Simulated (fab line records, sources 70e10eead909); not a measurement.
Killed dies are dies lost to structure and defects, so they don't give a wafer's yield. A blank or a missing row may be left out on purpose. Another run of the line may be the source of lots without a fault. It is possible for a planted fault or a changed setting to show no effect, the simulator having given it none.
Struck lot and sound lot, side by side -- flow nand_harc -- 12 out of 1302 route steps
Sound: wafers L894.2, L894.4, L894.6. Wafers L908.1, L908.5, L908.6 were the ones struck. The cause is named last.
At each step with rows: each side's tool, then ch and its chambers, then its first start. Under that, the readings that differ: sound wafers -- struck wafers -- difference of the means -- sigmas: that difference in standard deviations of wafers without a fault.
alike: words and numbers the same on both sides, and readings whose means are apart by under 2 such deviations; not compared: readings that were withheld, readings missing a value for some wafer, numbers with overlapping values and no deviation given by the record, and bounds like >300 which may hide the same value.
The two part at a step that has a row with sigmas, a row that says differs or no value, or rows on one side only. Numbers that don't overlap but have no deviation are shown without sigmas and don't part them. Lack of a reading on every wafer of one side parts them only where that side has two or more wafers.

NHARC_A_SLIT_ETCH_29: etches the open film in CF4/O2, target depth 100 nm, overetch 10 nm, time 55 s.
  sound on rie_diel-08 ch 2,3, day 22 10:40; struck on rie_diel-08 ch 2,3, day 27 19:47
  alike: drypump_motor_current_A, oes_product_au, rf_vpp_V, showerhead_plenum_p_Torr, throttle_valve_pct
  not compared: rf_hours_counter_h
NHARC_A_SLIT_STRIP_18: strips in O2.
  sound on rie_diel-08 ch 0,2,3; struck on rie_diel-08 ch 0,3
  alike: drypump_motor_current_A, oes_product_au, rf_vpp_V, showerhead_plenum_p_Torr, throttle_valve_pct
  not compared: rf_hours_counter_h
then, 2 steps without rows for these wafers: NHARC_A_SLIT_PRECLEAN_19 (cleans in SC1); NHARC_A_SLIT_SRD_20.
NHARC_A_SLIT_CD_MEAS_21:
  sound on cd_sem-02 at day 22 11:13; struck on cd_sem-02 at day 27 20:22
  alike: cd_nm
then, 3 steps without rows for these wafers: NHARC_A_SIN_REMOVE_WET_00 (chemistry H3PO4, time 15300 s); NHARC_A_SIN_REMOVE_PRECLEAN_01 (cleans in SC1); NHARC_A_SIN_REMOVE_SRD_02.
NHARC_A_SIN_REMOVE_INSPECT_04:
  sound on defect_inspect-01 at day 22 17:55; struck on defect_inspect-01 at day 28 02:34
  alike: raw_defect_count
NHARC_A_WL_FILL_ALD_00: deposits Al2O3, target thk 3 nm, pulse time 3 s, ald cycles 30.
  sound on ald_hk-03 ch 0,3, day 22 17:59; struck on ald_hk-01 ch 0,3, day 28 02:38
  alike: ald_cycles, heater_power_w, precursor_pulse_height_rel
NHARC_A_WL_FILL_RTA_01: time 5 s.
  sound on rtp_anneal-02 ch 0, day 22 18:16; struck on rtp_anneal-02 ch 0, day 28 02:55
  alike: lamp_power_pct, wafer_temp_C_max
NHARC_A_WL_FILL_ALD_02: deposits TiN, target thk 2 nm, pulse time 3 s, ald cycles 100.
  sound on ald_metal-04 ch 0,1,2, day 22 18:31; struck on ald_metal-01 ch 1,2,3, day 28 03:10
reading,sound,struck,difference,sigmas
ald_cycles,100 100 100,80 80 80,-20,
  alike: heater_power_w, precursor_pulse_height_rel

== WHERE THEY PART ==
Nowhere in this record.

WHY: what had been put in by the simulator
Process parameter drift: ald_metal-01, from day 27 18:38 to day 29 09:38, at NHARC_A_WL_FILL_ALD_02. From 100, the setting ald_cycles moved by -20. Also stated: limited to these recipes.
